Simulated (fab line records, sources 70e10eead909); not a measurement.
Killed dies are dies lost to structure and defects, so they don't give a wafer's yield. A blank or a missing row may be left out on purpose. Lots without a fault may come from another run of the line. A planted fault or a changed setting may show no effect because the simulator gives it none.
A struck lot beside a sound one | flow nand_harc | 43 steps out of a route of 1302
Sound: wafers L542.1, L542.2, L542.4. Struck: wafers L551.3, L551.5, L551.6. The cause comes at the end.
At each step with rows: each side's tool, then ch and its chambers, then its first start. Under that, the readings that differ: sound wafers | struck wafers | difference of the means | sigmas: that difference in standard deviations of wafers without a fault.
alike: readings whose means differ by less than 2 such deviations, and words and numbers that are the same on both sides. not compared: withheld readings, readings that some wafer has no value for, bounds like >300 that may hide the same value, and numbers for which the record gives no deviation and whose values overlap.
The two part at a step that has a row with sigmas, a row that says differs or no value, or rows on one side only. Numbers that don't overlap but have no deviation are shown without sigmas and don't part them. A reading that every wafer of one side lacks parts them only if that side has two wafers or more.

first, 2 steps without rows for these wafers: NHARC_A_CONTACT_PEB_67 (peb time 65 s); NHARC_A_CONTACT_DEVELOP_68 (develop time 35 s).
NHARC_A_CONTACT_CD_MEAS_69: target cd 300 nm.
  sound on cd_sem-03 ch 0, day 21 14:22; struck on cd_sem-03 ch 0, day 26 04:37
  alike: cd_nm
NHARC_A_CONTACT_OVL_MEAS_70:
  sound on overlay-01, day 21 14:27; struck on overlay-02, day 26 04:42
  alike: overlay_x_nm, overlay_y_nm
NHARC_A_CONTACT_INSPECT_71:
  sound on defect_inspect-01, day 21 14:29; struck on defect_inspect-02, day 26 04:44
  reading          | sound       | struck   | difference | sigmas
  raw_defect_count | 159 155 139 | 26 16 20 | -130       | -4
then, 3 steps without rows for these wafers: NHARC_A_CONTACT_DESCUM_74 (chemistry O2, time 3 s); NHARC_A_CONTACT_ETCH_75 (etches the open film in CF4, target depth 39 nm, time 65 s); NHARC_A_CONTACT_ETCH_76 (etches the open film in N2/H2, target depth 260 nm, time 475.3 s).
NHARC_A_CONTACT_ETCH_77: etches the open film in CF4/CHF3, target depth 108.9 nm, time 54.5 s.
  sound on rie_diel-08 ch 1,2,3; struck on rie_diel-05 ch 0,2,3
  alike: bias_w, chf3_flow_sccm, drypump_motor_current_A, oes_product_au, rf_vpp_V, showerhead_plenum_p_Torr, throttle_valve_pct
  not compared: rf_hours_counter_h
NHARC_A_CONTACT_ETCH_78: etches the open film in O2/COS, target depth 5300 nm, time 1378 s.
  sound on rie_diel-08 ch 0,1,3; struck on rie_diel-05 ch 0,1,3
  alike: bias_w, drypump_motor_current_A, oes_product_au, rf_vpp_V, showerhead_plenum_p_Torr, throttle_valve_pct
  not compared: rf_hours_counter_h
then, 2 steps without rows for these wafers: NHARC_A_CONTACT_ETCH_124 (etches the open film in C4F8/O2/Ar, time 140 s, target depth 700 nm); NHARC_A_CONTACT_ETCH_125 (etches the open film in C4F8/O2/Ar, time 197 s, target depth 1918 nm).
NHARC_A_CONTACT_ETCH_126: etches the open film in C4F8/O2/Ar, time 197 s, target depth 1918 nm.
  sound on har_cap_etch-02 ch 0,1, day 21 16:28; struck on har_cap_etch-02 ch 0,1, day 26 06:46
  not compared: rf_hours_counter_h
NHARC_A_CONTACT_ETCH_127: etches the open film in C4F8/O2/Ar, time 197 s, target depth 1918 nm.
  sound on har_cap_etch-02 ch 0,1, day 21 16:39; struck on har_cap_etch-02 ch 0,1, day 26 06:56
  not compared: rf_hours_counter_h
then, 2 steps without rows for these wafers: NHARC_A_CONTACT_ETCH_128 (etches the open film in C4F8/O2/Ar, time 197 s, target depth 1918 nm); NHARC_A_CONTACT_ETCH_129 (etches the open film in C4F8/O2/Ar, time 197 s, target depth 1918 nm).
NHARC_A_CONTACT_ETCH_130: etches the open film in C4F8/O2/Ar, time 197 s, target depth 1918 nm.
  sound on har_cap_etch-02 ch 0,1, day 21 17:11; struck on har_cap_etch-02 ch 0,1, day 26 07:28
  not compared: rf_hours_counter_h
then, 5 steps without rows for these wafers: NHARC_A_CONTACT_ETCH_131 (etches the open film in C4F8/O2/Ar, time 197 s, target depth 1918 nm); NHARC_A_CONTACT_ETCH_132 (etches the open film in C4F8/O2/Ar, time 197 s, target depth 1924 nm); NHARC_A_CONTACT_ETCH_133 (etches the open film in C4F8/O2/Ar, time 374 s, target depth 1610 nm); NHARC_A_CONTACT_ETCH_91 (etches the open film in CH3F/O2, target depth 40 nm, time 85.7 s); NHARC_A_CONTACT_ETCH_97 (etches the open film in C4F6/O2, target depth 20 nm, time 10 s).
NHARC_A_CONTACT_CD_MEAS_80:
  sound on cd_sem-01, day 21 18:43; struck on cd_sem-02, day 26 08:59
  alike: cd_nm
then, 3 steps without rows for these wafers: NHARC_A_CONTACT_STRIP_103 (strips in N2/H2); NHARC_A_CONTACT_STRIP_104 (strips in CF4/CHF3); NHARC_A_CONTACT_STRIP_105 (strips in O2/COS).
NHARC_A_CONTACT_ETCH_106: etches the open film in CF4/O2, target depth 90 nm, overetch 9 nm, time 49.5 s.
  sound on rie_diel-05 ch 0,2,3, day 21 19:01; struck on rie_diel-08 ch 0,2,3, day 26 09:17
  alike: bias_w, drypump_motor_current_A, oes_f_703_au, oes_product_au, rf_vpp_V, showerhead_plenum_p_Torr, throttle_valve_pct
  not compared: rf_hours_counter_h
then, 14 steps without rows for these wafers: NHARC_A_CONTACT_STRIP_82 (strips in O2); NHARC_A_CONTACT_STRIP_83 (strips in post etch residue remover, time 600 s); NHARC_A_CONTACT_DEP_84 (deposits aC, target thk 2800 nm); NHARC_A_CONTACT_DEP_85 (deposits SiON, target thk 60 nm); NHARC_A_CONTACT_DEHYDRATE_00 (time 120 s); NHARC_A_CONTACT_HMDS_01 (time 30 s); NHARC_A_CONTACT_COAT_86 (time 75 s); NHARC_A_CONTACT_COAT_87 (time 65 s); NHARC_A_CONTACT_COAT_02 (resist thk 90 nm); NHARC_A_CONTACT_SOFTBAKE_03 (time 55 s); NHARC_A_CONTACT_EBR_04; NHARC_A_CONTACT_EXPOSE_05 (exposes mask A CC); NHARC_A_CONTACT_PEB_06 (peb time 65 s); NHARC_A_CONTACT_DEVELOP_07 (develop time 35 s).
NHARC_A_CONTACT_CD_MEAS_08: target cd 200 nm.
  sound on cd_sem-01 ch 0, day 21 22:43; struck on cd_sem-02 ch 0, day 26 17:23
  alike: cd_nm
-- the record jumps here: 2 days lie between the struck wafers' starts before and after (it left off in module A_CONTACT and takes up again in module END, whose first step shown is number 1302 of the route) --
NHARC_END_SORT_01:
  the record has rows for the struck wafers here (prober-01 ch 0, day 28 20:19) and none for the sound ones

WHERE THEY PART
First at NHARC_A_CONTACT_INSPECT_71; last, within this record, at NHARC_END_SORT_01.

WHY: what the simulator had put in
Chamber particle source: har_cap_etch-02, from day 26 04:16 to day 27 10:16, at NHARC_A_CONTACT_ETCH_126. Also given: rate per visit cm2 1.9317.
